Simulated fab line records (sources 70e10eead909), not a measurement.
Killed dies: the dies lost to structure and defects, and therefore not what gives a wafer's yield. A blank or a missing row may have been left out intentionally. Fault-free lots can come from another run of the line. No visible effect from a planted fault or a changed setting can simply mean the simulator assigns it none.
A struck lot beside a sound one + flow nand harc + 27 out of 1159 route steps
Sound: wafers L200.1, L200.2, L200.3. Wafers L189.1, L189.4, L189.5 were the ones struck. Last of all comes the cause.
Order at every step that has rows: each side's tool, ch and its chambers, its first start. Under that, the readings that differ: sound wafers + struck wafers + difference of the means + sigmas: that difference in standard deviations of wafers without a fault.
alike: same words and numbers on both sides, and readings whose means sit less than 2 such deviations apart. not compared: any withheld reading, any reading some wafer has no value for, any bound like >300 that may hide the same value, and any number with overlapping values for which the record gives no deviation.
A row with sigmas, a row that says differs or no value, or rows on one side alone: a step with any of these is where the two part. Non-overlapping numbers with no deviation appear without sigmas and do not part them. Lack of a reading on every wafer of one side parts them only where that side has two or more wafers.

first, 3 steps without rows for these wafers: NHARC_P_GATE_EXPOSE_08 (exposes mask P HV); NHARC_P_GATE_PEB_09 (peb time 85 s); NHARC_P_GATE_DEVELOP_10 (time 70 s).
NHARC_P_GATE_CD_MEAS_11: target cd 1640 nm.
  sound on cd sem-01 ch 0, day 9 04:29; struck on cd sem-01 ch 0, day 6 09:51
  alike: cd nm
then, 1 step without rows for these wafers: NHARC_P_GATE_HARDBAKE_12 (time 80 s).
NHARC_P_GATE_DESCUM_13: chemistry O2, time 3 s.
  sound on rie diel-01 ch 0,1,2, day 9 04:39; struck on rie diel-03 ch 0,2, day 6 10:01
| reading                         | sound          | struck         | difference | sigmas |
|---------------------------------|----------------|----------------|------------|--------|
| showerhead plenum p Torr (Torr) | 1.98 1.96 2.07 | 1.79 1.88 1.79 | -0.18      | -2     |
  alike: chamber pressure mTorr, drypump motor current A, oes product au, rf vpp V, throttle valve pct
  not compared: rf hours counter h
then, 6 steps without rows for these wafers: NHARC_P_GATE_ETCH_14 (etches SiO2 in dHF, target depth 48.8 nm); NHARC_P_GATE_STRIP_15 (strips in SPM, time 780 s); NHARC_P_GATE_PRECLEAN_71 (cleans in SC1); NHARC_P_GATE_SRD_72; NHARC_P_GATE_OXIDE_16 (material SiO2, target thk 3 nm, ox time 392 s); NHARC_P_GATE_CVD_17 (deposits poly-Si, target thk 150 nm, time 900 s).
NHARC_P_GATE_HM_DEP_102: deposits aC, target thk 120 nm.
  sound on acl dep-02 ch 0, day 9 19:22; struck on acl dep-02 ch 0, day 6 23:52
  alike: throttle valve pct
NHARC_P_GATE_DEP_103: deposits SiON, target thk 30 nm.
  sound on pecvd-01 ch 0,1,2, day 9 20:01; struck on pecvd-02 ch 1,2, day 7 00:33
  alike: heater power w
then, 8 steps without rows for these wafers: NHARC_P_GATE_DEHYDRATE_18 (time 120 s); NHARC_P_GATE_HMDS_19 (time 30 s); NHARC_P_GATE_COAT_20 (resist thk 90 nm); NHARC_P_GATE_SOFTBAKE_21 (time 55 s); NHARC_P_GATE_EBR_22; NHARC_P_GATE_EXPOSE_23 (exposes mask P GATE, target cd 120 nm); NHARC_P_GATE_PEB_24 (peb time 65 s); NHARC_P_GATE_DEVELOP_25 (develop time 35 s).
NHARC_P_GATE_CD_MEAS_26: target cd 120 nm.
  sound on cd sem-03 ch 0, day 9 20:42; struck on cd sem-01 ch 0, day 7 01:04
  alike: cd nm
NHARC_P_GATE_OVL_MEAS_27:
  sound on overlay-01 at day 9 20:47; struck on overlay-01 at day 7 01:10
  alike: overlay x nm, overlay y nm
NHARC_P_GATE_INSPECT_28:
  sound on defect inspect-02 at day 9 20:50; struck on defect inspect-01 at day 7 01:12
| reading          | sound  | struck   | difference | sigmas |
|------------------|--------|----------|------------|--------|
| raw defect count | 12 7 2 | 14 14 14 | +7         | +3     |
NHARC_P_GATE_DESCUM_31: chemistry O2, time 3 s.
  sound on rie diel-03 ch 0,2,3, day 9 20:54; struck on rie diel-03 ch 2,3, day 7 01:28
  alike: chamber pressure mTorr, drypump motor current A, oes product au, rf vpp V, showerhead plenum p Torr, throttle valve pct
  not compared: rf hours counter h
-- the record jumps here: 14 days lie between the struck wafers' starts before and after (it left off in module P_GATE and takes up again in module END, whose first step shown is number 1159 of the route) --
NHARC_END_SORT_01:
  the record has rows for the struck wafers here (prober-02 ch 0, day 21 09:14) and none for the sound ones

## WHERE THEY PART
Last at NHARC_END_SORT_01 as far as this record goes, first at NHARC_P_GATE_DESCUM_13.

WHY: whatever the simulator had introduced
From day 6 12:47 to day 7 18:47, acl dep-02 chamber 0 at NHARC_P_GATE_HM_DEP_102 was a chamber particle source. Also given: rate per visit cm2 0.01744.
